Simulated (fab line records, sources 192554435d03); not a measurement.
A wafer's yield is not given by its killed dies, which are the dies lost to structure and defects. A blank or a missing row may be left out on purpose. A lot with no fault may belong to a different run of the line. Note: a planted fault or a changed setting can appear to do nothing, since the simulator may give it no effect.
A lot that was struck, set against a sound lot | flow n5-finfet | 14 out of 1938 route steps
Sound: these wafers, L941.1, L941.2, L941.6. Wafers struck: L959.1, L959.5, L959.6. The cause is given at the end.
Each step with rows lists, per side, the tool, then ch with its chambers, then its first start. Under that, the readings that differ: sound wafers | struck wafers | difference of the means | sigmas: that difference in standard deviations of wafers without a fault.
alike: readings whose means differ by less than 2 such deviations, and words and numbers that are the same on both sides. not compared: withheld readings, readings that some wafer has no value for, bounds like >300 that may hide the same value, and numbers for which the record gives no deviation and whose values overlap.
The two part at a step that has a row with sigmas, a row that says differs or no value, or rows on one side only. Numbers that have no deviation but don't overlap get no sigmas and don't part them. A reading that every wafer of one side lacks parts them only if that side has two wafers or more.

first, 1 step without rows for these wafers: N5_HKMG_FIN_COAT_66 (time 60 s, resist thk 300 nm).
N5_HKMG_FIN_ETCH_67: etches SOC in N2/H2, stops on TiN, target depth 388.9 nm.
  sound on rie-diel-05 ch 0,2, day 4 06:13; struck on rie-diel-02 ch 1,2, day 9 02:49
  alike: drypump-motor-current-A, oes-product-au, rf-vpp-V, showerhead-plenum-p-Torr, throttle-valve-pct
  not compared: rf-hours-counter-h
then, 3 steps without rows for these wafers: N5_HKMG_FIN_STRIP_90 (strips SOC in N2/H2, time 20 s); N5_HKMG_FIN_WET_ETCH_73 (etches the open film in SC1, time 42.3 s, target depth 1.3 nm, rinse time 30 s); N5_HKMG_FIN_ETCHBACK_68 (etches the open film in Cl2/Ar, stops on HfO2, target depth 0.5 nm).
N5_HKMG_FIN_STRIP_69: strips in N2/H2, time 360 s.
  sound on plasma-asher-02 ch 0,1, day 4 06:36; struck on plasma-asher-01 ch 0,1, day 9 03:11
  alike: drypump-motor-current-A, heater-power-w
  not compared: rf-hours-counter-h
then, 1 step without rows for these wafers: N5_HKMG_FIN_ALD_21 (deposits TiN, target thk 1.5 nm, pulse time 1 s, purge time 3 s).
N5_HKMG_FIN_ALD_72: deposits W, target thk 2 nm, pulse time 1 s, purge time 2 s.
  sound on cvd-w-02 ch 0,1, day 4 07:21; struck on cvd-w-01 ch 0,1, day 9 03:56
  alike: heater-power-w, precursor-pulse-height-rel
N5_HKMG_FIN_W_FILL_22: material W, target thk 60 nm, time 18.2 s.
  sound on cvd-w-02 ch 0,1, day 4 07:25; struck on cvd-w-01 ch 0,1, day 9 03:59
  alike: heater-power-w, throttle-valve-pct
then, 2 steps without rows for these wafers: N5_HKMG_FIN_PRECLEAN_83 (cleans in DIW, time 57.5 s); N5_HKMG_FIN_SRD_84 (dry time 32 s).
N5_HKMG_FIN_CMP_23: polishes, stops on SiNx, t overpolish 10 s, target thk 46.326 nm.
  sound on cmp-03 ch 1,2,3, day 4 07:31; struck on cmp-03 ch 1,2, day 9 04:11
  alike: head-pressure-psi, motor-current-A, overpolish-run-s, slurry-filter-dp-kPa, time-to-endpoint-s
N5_HKMG_FIN_CMP_94: polishes, stops on SiNx, t overpolish 4.7 s, target thk 43.299 nm.
  sound on cmp-03 ch 1,2,3, day 4 08:00; struck on cmp-03 ch 1,2, day 9 04:37
  reading                 | sound             | struck            | difference | sigmas
  head-pressure-psi (psi) | 3.999 4.003 4.010 | 3.727 3.720 3.709 | -0.285     | -32
  alike: motor-current-A, slurry-filter-dp-kPa
-- here the record skips 9 days between the struck wafers' starts before and after, leaving off in module HKMG_FIN and picking up in module PASSIVATION (first step shown: number 1936 of the route) --
N5_PASSIVATION_PROBE_49:
  record: rows for the struck wafers here (prober-01, day 17 23:57), none for the sound ones

== WHERE THEY PART ==
First at N5_HKMG_FIN_CMP_94; last, within this record, at N5_PASSIVATION_PROBE_49.

WHY: whatever the simulator had introduced
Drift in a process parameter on cmp-03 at N5_HKMG_FIN_CMP_94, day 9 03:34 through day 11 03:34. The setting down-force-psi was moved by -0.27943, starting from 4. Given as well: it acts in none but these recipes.
